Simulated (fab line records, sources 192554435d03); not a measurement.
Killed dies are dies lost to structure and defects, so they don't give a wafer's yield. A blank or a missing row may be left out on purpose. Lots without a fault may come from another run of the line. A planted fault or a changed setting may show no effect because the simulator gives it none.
Problem report in the 8D (eight disciplines) form, filled by code | flow n5_finfet | the parts of the form that need people (team, actions taken, sign-off) are left out

1. THE PROBLEM
spin_speed_rpm at N5_MOL_CONTACT_COAG_COAT_62 reads a mean of 1798.5 rpm on 6 wafers of 2 lots; wafers without a fault read 1499.8 rpm with a standard deviation of 0.97. That is +99 or more standard deviations from the usual mean.
The step: time 60 s, resist thk 60 nm.
First seen on wafer L240.3, day 10 00:52, on litho_track-05. The record holds 27 wafers of 9 lots with a number at this step. Rule for "out", or "out of limits": more than 4 standard deviations from the usual mean. The other wafers with a number count as sound.

2. WHAT IT IS AND WHAT IT IS NOT
question                    | is                     | is not
which readings at this step | spin_speed_rpm         | plate_temp_C
which lots                  | L240, L241             | L221, L222, L228, L229, L230, L235, L242
which wafers of those lots  | all that have a number | -
read on which tools         | litho_track-05         | litho_track-01, litho_track-04
when                        | from day 10 00:52      | up to then (18 sound wafers); but 3 sound wafers of L242 came after

3. SUSPECTS, AND WHAT RULES EACH OUT
Counting: a tool at a process step up to the reading stays a suspect if it ran every lot that is out and no sound lot after the first of them.
- ald_sin-02 at N5_MOL_CONTACT_COAG_ALD_131 (deposits SiO2, target thk 5 nm, pulse time 1 s, co reactant pulse time 1 s): kept. It ran every lot that is out, first L240 (day 10 00:00), and no sound lot after that; its last sound lot up to then is L230 (day 7 09:24).
- litho_track-05 at N5_MOL_CONTACT_COAG_COAT_62 (time 60 s, resist thk 60 nm): kept. It ran every lot that is out, first L240 (day 10 00:52), and no sound lot after that; its last sound lot up to then is L229 (day 7 10:07). Its own readings are out on those wafers: spin_speed_rpm.
Left after counting: ald_sin-02 at N5_MOL_CONTACT_COAG_ALD_131, litho_track-05 at N5_MOL_CONTACT_COAG_COAT_62.

4. THE CAUSE (what the simulator had put in)
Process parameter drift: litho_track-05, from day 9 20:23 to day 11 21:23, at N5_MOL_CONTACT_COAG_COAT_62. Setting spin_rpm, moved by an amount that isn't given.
Counting left 2 suspects, and this tool is among them.

5. THE CHAIN OF EFFECTS, in route order
Each row: a reading whose mean over the struck wafers that have a number lies more than 3 standard deviations from the usual. Only readings for which the record gives a usual standard deviation are gone through. hours: the time from each lot's start at the first step in this table that gives one to its start at this step, as a median over the lots. sigmas: the change in usual standard deviations.
hours | step                        | reading        | usual      | on struck wafers | change | sigmas
0     | N5_MOL_CONTACT_COAG_COAT_62 | spin_speed_rpm | 1499.8 rpm | 1798.5           | +298.8 | +99 or more
The process steps in it:
- N5_MOL_CONTACT_COAG_COAT_62: time 60 s, resist thk 60 nm.
Later measuring or inspecting steps at which every struck wafer that the step has a row for has a number for every such reading, and none has moved that far: N5_BEOL_M4_RC_MEAS_101.

6. WHAT WOULD HAVE CAUGHT IT SOONER
In this record the first reading out of limits was taken at day 10 00:52, 4 hours after the fault began at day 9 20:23.
